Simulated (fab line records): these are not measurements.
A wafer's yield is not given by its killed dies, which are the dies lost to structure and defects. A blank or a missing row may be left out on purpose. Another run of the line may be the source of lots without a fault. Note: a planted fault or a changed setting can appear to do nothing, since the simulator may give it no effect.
Split-lot trial    flow n5 finfet    7 lots, 21 wafers read, on a route of 1938 steps

== ABOUT THE SPLIT ==
At N5_BEOL_M15_ILD_DEP_00 (deposits SiO2 from TEOS/O2, target thk 1629.3 nm, time 346.1 s), the setting time s was moved away from the recipe's 346.1 s on 8 of the 21 wafers read, by -13.5% to +11.0%. For the rest of the wafers, this setting stayed at what the recipe calls for.

No step appears in the file between the split and the reading.

== THE READING ==
Values of M15_ILD_THK in nm from N5_BEOL_M15_THK_MEAS_01. Fault-free wafers of this fab line usually give 1633 nm, standard deviation 23 nm.

wafer   tool, chamber at the split  time s as run, s  against the recipe  M15_ILD_THK, nm  against lot-mates on the recipe
L074.1  pecvd-04, 0                 346.1             recipe              1647             -
L074.4  pecvd-04, 0                 315.6             -8.8%               1522             -125
L074.6  pecvd-04, 2                 315.6             -8.8%               1543             -104
L077.1  pecvd-01, 0                 384.3             +11.0%              1821             +196
L077.3  pecvd-01, 2                 346.1             recipe              1618             -
L077.5  pecvd-01, 2                 346.1             recipe              1632             -
L079.1  pecvd-04, 2                 330.7             -4.4%               1575             -97
L079.3  pecvd-04, 1                 330.7             -4.4%               1558             -114
L079.4  pecvd-04, 2                 346.1             recipe              1672             -
L081.1  pecvd-02, 1                 346.1             recipe              1620             -
L081.3  pecvd-02, 0                 346.1             recipe              1584             -
L081.6  pecvd-02, 1                 346.1             recipe              1635             -
L087.1  pecvd-04, 2                 346.1             recipe              1638             -
L087.2  pecvd-04, 0                 346.1             recipe              1611             -
L087.3  pecvd-04, 1                 381.8             +10.3%              1808             +184
L092.1  pecvd-04, 0                 346.1             recipe              1618             -
L092.5  pecvd-04, 0                 299.5             -13.5%              1437             -181
L092.6  pecvd-04, 1                 299.5             -13.5%              1414             -204
L088.2  pecvd-01, 2                 346.1             recipe              1616             -
L088.3  pecvd-01, 1                 346.1             recipe              1647             -
L088.6  pecvd-01, 0                 346.1             recipe              1653             -

FIT RESULTS
A straight line over all 21 wafers: M15_ILD_THK changes by +15.2 nm for each +1% of time s; r = +0.97; the points scatter about the line by 22 nm.
The same after taking each lot's own level away (the mean of its wafers on the recipe; 21 wafers): +15.6 nm for each +1%; r = +0.98; scatter 21 nm.
According to that fit, moving time s by its largest amount changes the reading by 2.1e+02 nm.
The span of the lots' own levels, 1613.0 to 1672.0 nm, comes to 2.6 times the standard deviation stated above.
So the lot-to-lot level changes the slope little: the two slopes agree.
Check: with one of the wafers moved furthest among these (-13.5%) left out of the fit, the line predicts -216 nm for it against its lot-mates. It came out at -181 nm against them.

== THESE WAFERS: OTHER SPLITS ==
Before the reading, these wafers also passed through other splits. Each is held against what the fit with the lots' levels taken away leaves over:
other split on the same wafers     wafers away from the commonest value  r with M15_ILD_THK (lot level and that fit taken away)
N5_BEOL_M11_EXPOSE_08 dose mj      5                                     +0.31
N5_BEOL_M11_ETCH_66 time s         4                                     -0.28
N5_BEOL_M11_TRENCH_ETCH_37 bias w  7                                     +0.02
N5_BEOL_M13_ETCH_68 time s         11                                    +0.45
N5_BEOL_M14_SPUTTER_44 power w     2                                     +0.14

== THE WHOLE CHAIN: every reading that the file lists as answering this split, in the file's order ==
step                     what it does                                                    reading                                                                              change (the file's fit)               r (the file's)
N5_BEOL_M15_ILD_DEP_00   deposits SiO2 from TEOS/O2, target thk 1629.3 nm, time 346.1 s  SiO2_of_BEOL_M15_ILD_DEP_00.thk nm (the simulator's own value, which no gauge read)  +16 nm for each +1% of the setting    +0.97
N5_BEOL_M15_THK_MEAS_01                                                                  M15_ILD_THK                                                                          +16 for each +1% of the setting       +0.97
N5_BEOL_M15_VIA_ETCH_16  etches SiO2 in C4F8/O2/Ar, target depth 1792.2 nm               etch.depth nm (the simulator's own value, which no gauge read)                       +16 nm for each +1% of the setting    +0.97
N5_BEOL_M15_VIA_ETCH_16  etches SiO2 in C4F8/O2/Ar, target depth 1792.2 nm               coat_of_BEOL_M15_COAT_04.thk nm (the simulator's own value, which no gauge read)     -3.53 nm for each +1% of the setting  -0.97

== THE FILE'S OWN FIT ==
M15_ILD_THK changes by +16 nm for each +1% of time s, r = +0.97.
